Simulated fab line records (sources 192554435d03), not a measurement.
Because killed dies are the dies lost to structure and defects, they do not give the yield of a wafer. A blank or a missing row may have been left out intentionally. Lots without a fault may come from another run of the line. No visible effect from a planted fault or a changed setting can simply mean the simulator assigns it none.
Which of the tools did it?	flow n5-finfet	23 wafers from 8 lots sampled at 5 of the route's 1938 steps

WHAT THE GAUGES SHOWED, per wafer
N5_BEOL_M4_RC_MEAS_101. Usual: CHAIN_V0 233 ohm/link, standard deviation 8.4; CHAIN_V0_max_site 243 ohm/link, standard deviation 9.9; COMB_M1 5.8e-11 S/m, standard deviation 1.2e-11; COMB_M1_max_site 8.4e-11 S/m, standard deviation 1.9e-11; DIBL_N 36.8 mV/V, standard deviation 2.1; DIBL_P 37.1 mV/V, standard deviation 2.2; IOFF_N 0.18 nA/um, standard deviation 0.037; IOFF_P 0.23 nA/um, standard deviation 0.041; ION_N 682 uA/um, standard deviation 13; ION_P 467 uA/um, standard deviation 8.6; SS_N 71.7 mV/dec, standard deviation 0.61; SS_P 73.5 mV/dec, standard deviation 0.6; VT_N 248 mV, standard deviation 3.4; VT_P -249 mV, standard deviation 3.5.
lot	measured	on	CHAIN_V0 (ohm/link)	CHAIN_V0_max_site (ohm/link)	COMB_M1 (S/m)	COMB_M1_max_site (S/m)	DIBL_N (mV/V)	DIBL_P (mV/V)	IOFF_N (nA/um)	IOFF_P (nA/um)	ION_N (uA/um)	ION_P (uA/um)	SS_N (mV/dec)	SS_P (mV/dec)	VT_N (mV)	VT_P (mV)	flag
L550	day 9 13:36	prober-01	226 223 233	237 233 240	4.8e-11 5.5e-11 5.9e-11	6.7e-11 6.8e-11 7.8e-11	37.9 37.7 36.2	37.5 38.5 37.0	0.18 0.18 0.14	0.21 0.22 0.19	657 675 659	445 456 449	72.1 71.6 71.4	73.3 73.6 72.8	250 247 253	-250 -253 -251	
L554	day 10 17:53	prober-02	236 215 236	256 224 243	5.7e-11 4.2e-11 5.5e-11	7.8e-11 7.2e-11 7.7e-11	37.8 39.9 37.2	39.9 42.8 39.6	0.21 0.27 0.21	0.22 0.27 0.21	706 712 691	474 475 470	71.9 72.3 71.8	74.5 74.2 73.7	246 241 246	-250 -249 -251	
L555	day 10 20:10	prober-01	231 235 245	247 248 253	4.5e-11 4.8e-11 4.5e-11	6.4e-11 7e-11 7.6e-11	36.6 37.5 34.7	35.9 37.5 34.7	0.15 0.17 0.13	0.19 0.22 0.18	674 684 670	461 471 464	71.2 71.4 71.0	73.1 73.5 73.2	252 250 252	-253 -250 -253	
L560	day 11 23:19	prober-01	236 227	252 240	6.1e-11 6.5e-11	6.9e-11 7.8e-11	37.8 35.6	38.4 36.6	0.18 0.15	0.24 0.21	694 692	478 477	71.5 70.8	73.5 73.2	248 249	-247 -247	
L561	day 12 00:23	prober-02	188 237 241	197 252 258	1.5e-10 5.7e-11 6.1e-11	2.25e-10 1.02e-10 8.4e-11	36.9 35.8 34.8	36.8 35.3 34.7	0.17 0.15 0.15	0.25 0.23 0.22	680 683 688	471 474 474	71.7 71.4 71.4	74.0 73.1 72.6	249 251 251	-246 -246 -247	
L563	day 12 17:45	prober-02	190 228 241	199 243 250	1.09e-10 3.6e-11 5.2e-11	1.51e-10 4.6e-11 6.3e-11	34.4 35.2 35.3	33.9 34.6 35.2	0.13 0.15 0.15	0.19 0.20 0.20	686 679 676	464 471 469	70.8 71.1 71.8	72.9 72.9 72.9	250 246 250	-247 -250 -249	
L565	day 13 14:47	prober-01	235 232 235	248 237 243	8.6e-11 7.5e-11 6e-11	1.36e-10 9.4e-11 7.2e-11	37.0 37.0 39.1	39.5 39.3 41.5	0.20 0.19 0.24	0.29 0.29 0.33	694 685 696	475 476 480	72.4 71.6 73.0	74.0 73.7 74.6	245 247 244	-242 -242 -242	
L567	day 13 18:50	prober-01	226 237 229	234 251 244	6e-11 9.1e-11 3.9e-11	7.1e-11 1.19e-10 5e-11	36.3 38.0 37.9	35.6 38.2 38.1	0.15 0.18 0.18	0.20 0.25 0.24	679 682 688	466 469 469	71.5 72.5 71.8	73.2 74.5 73.6	249 248 249	-251 -249 -247	

WHAT TOOL EACH LOT RAN ON (gives the tool, then ch and the chambers of the sampled wafers, and finally the start)
lot	N5_BEOL_M1_ETCH_70	N5_BEOL_M1_STRIP_97	N5_BEOL_M1_ALD_84	N5_BEOL_M1_SPUTTER_79
L550	rie-diel-05 ch 0,1,2, day 8 01:51	rie-diel-05 ch 0,1,2, day 8 02:37 or earlier	ald-metal-04 ch 0,2,3, day 8 02:37	pvd-sputter-03, day 8 03:29
L554	rie-diel-05 ch 1,2, day 9 00:10	rie-diel-05 ch 1,2, day 9 01:05 or earlier	ald-metal-04 ch 0,2, day 9 01:05	pvd-sputter-02, day 9 01:52
L555	rie-diel-05 ch 1,3, day 9 04:38	rie-diel-05 ch 1,3, day 9 05:58 or earlier	ald-metal-04 ch 0,1,2, day 9 05:58	pvd-sputter-02, day 9 07:29
L560	rie-diel-05 ch 0, day 10 09:23	rie-diel-05 ch 0, day 10 10:19 or earlier	ald-metal-01 ch 0,3, day 10 10:19	pvd-sputter-01, day 10 11:35
L561	rie-diel-01 ch 0,1,3, day 10 12:41	rie-diel-01 ch 0,1,3, day 10 13:46 or earlier	ald-metal-04 ch 0,3, day 10 13:46	pvd-sputter-02, day 10 14:50
L563	rie-diel-04 ch 2,3, day 10 21:19	rie-diel-04 ch 2,3, day 10 22:16 or earlier	ald-metal-04 ch 0,2, day 10 22:16	pvd-sputter-03, day 10 23:02
L565	rie-diel-04 ch 0,1,3, day 11 12:52	rie-diel-04 ch 0,1,3, day 11 14:03 or earlier	ald-metal-03 ch 0,2,3, day 11 14:03	pvd-sputter-01, day 11 14:58
L567	rie-diel-04 ch 0,1, day 11 22:59	rie-diel-04 ch 0,1, day 12 00:02 or earlier	ald-metal-03 ch 0,2,3, day 12 00:02	pvd-sputter-03, day 12 00:47
- N5_BEOL_M1_ETCH_70: etches SOC in N2/H2, target depth 80 nm, overetch 16 nm, time 120 s.
- N5_BEOL_M1_STRIP_97: strips in N2/H2, time 10 s.
- N5_BEOL_M1_ALD_84: deposits TaN, pulse time 2 s, purge time 3 s, co reactant purge time 2 s.
- N5_BEOL_M1_SPUTTER_79: material Cu, target thk 4.5 nm, time 8.29 s.

WHAT THE TOOLS THEMSELVES READ (means of the sampled wafers that have a number; where no wafer has one, the mark that the record gives instead)
N5_BEOL_M1_ETCH_70. Usual: drypump-motor-current-A 5.7 A, standard deviation 0.38; oes-product-au 0.59 a.u., standard deviation 0.059; rf-fwd-power-W 836.0 W, standard deviation 2.9; rf-vpp-V 523.5 V, standard deviation 2.8; showerhead-plenum-p-Torr 2.53 Torr, standard deviation 0.1; throttle-valve-pct 17.82 %, standard deviation 0.23.
lot	tool	drypump-motor-current-A (A)	oes-product-au (a.u.)	rf-fwd-power-W (W)	rf-vpp-V (V)	showerhead-plenum-p-Torr (Torr)	throttle-valve-pct (%)	flag
L550	rie-diel-05	5.8	0.61	835.2	521.2	2.46	17.75	
L554	rie-diel-05	5.6	0.62	836.4	521.3	2.43	17.75	
L555	rie-diel-05	5.6	0.59	835.7	520.3	2.37	17.85	
L560	rie-diel-05	6.0	0.53	838.7	520.8	2.40	17.98	
L561	rie-diel-01	5.5	0.60	836.3	525.9	2.58	17.83	
L563	rie-diel-04	5.5	0.60	836.5	522.3	2.54	17.64	
L565	rie-diel-04	6.2	0.60	837.2	524.3	2.55	17.81	
L567	rie-diel-04	6.5	0.56	832.7	524.8	2.55	17.72	

N5_BEOL_M1_STRIP_97. Usual: drypump-motor-current-A 5.7 A, standard deviation 0.39; oes-product-au 0.77 a.u., standard deviation 0.082; rf-vpp-V 58.9 V, standard deviation 0.86; showerhead-plenum-p-Torr 2.52 Torr, standard deviation 0.1; throttle-valve-pct 23.64 %, standard deviation 0.28.
lot	tool	drypump-motor-current-A (A)	oes-product-au (a.u.)	rf-vpp-V (V)	showerhead-plenum-p-Torr (Torr)	throttle-valve-pct (%)	flag
L550	rie-diel-05	5.7	0.80	58.9	2.45	23.56	
L554	rie-diel-05	5.6	0.81	59.4	2.43	23.54	
L555	rie-diel-05	5.7	0.76	58.3	2.37	23.61	
L560	rie-diel-05	6.0	0.69	59.7	2.40	23.74	
L561	rie-diel-01	5.4	0.79	59.6	2.58	23.66	
L563	rie-diel-04	5.5	0.78	59.3	2.53	23.47	
L565	rie-diel-04	6.2	0.78	59.1	2.55	23.62	
L567	rie-diel-04	6.5	0.73	58.3	2.55	23.40	

N5_BEOL_M1_ALD_84. Usual: heater-power-w 444 W, standard deviation 62; mfc-carrier-sccm 1500 sccm, standard deviation 4.7.
lot	tool	heater-power-w (W)	mfc-carrier-sccm (sccm)	flag
L550	ald-metal-04	420	1494	
L554	ald-metal-04	420	1506	
L555	ald-metal-04	407	1499	
L560	ald-metal-01	449	1498	
L561	ald-metal-04	448	1501	
L563	ald-metal-04	419	1504	
L565	ald-metal-03	427	1499	
L567	ald-metal-03	431	1500	

N5_BEOL_M1_SPUTTER_79. Usual: throttle-valve-pct at 30.1 %, with a standard deviation of 0.93.
lot	tool	throttle-valve-pct (%)	flag
L550	pvd-sputter-03	29.3	
L554	pvd-sputter-02	29.4	
L555	pvd-sputter-02	29.9	
L560	pvd-sputter-01	32.0	
L561	pvd-sputter-02	30.1	
L563	pvd-sputter-03	29.8	
L565	pvd-sputter-01	30.6	
L567	pvd-sputter-03	29.5	

THE ANSWER, worked out from the rows above alone
Rule: take the mean of a lot's wafers that have a number; if it is more than 3 standard deviations from the usual mean, the lot is off. Also off: a lot with no number at a reading for which 4 or more lots have one. The other lots that the step has rows for count as sound. After the gauges, taken in route order, come the tools' own readings; for these a lot's mean is taken, as printed above. At the first step where some lot is off, the reading lying furthest off is the one used; lots without a number count as furthest.
Nothing can be told from this: no lot is off at any reading shown.

WHAT THE SIMULATOR HAD PUT IN
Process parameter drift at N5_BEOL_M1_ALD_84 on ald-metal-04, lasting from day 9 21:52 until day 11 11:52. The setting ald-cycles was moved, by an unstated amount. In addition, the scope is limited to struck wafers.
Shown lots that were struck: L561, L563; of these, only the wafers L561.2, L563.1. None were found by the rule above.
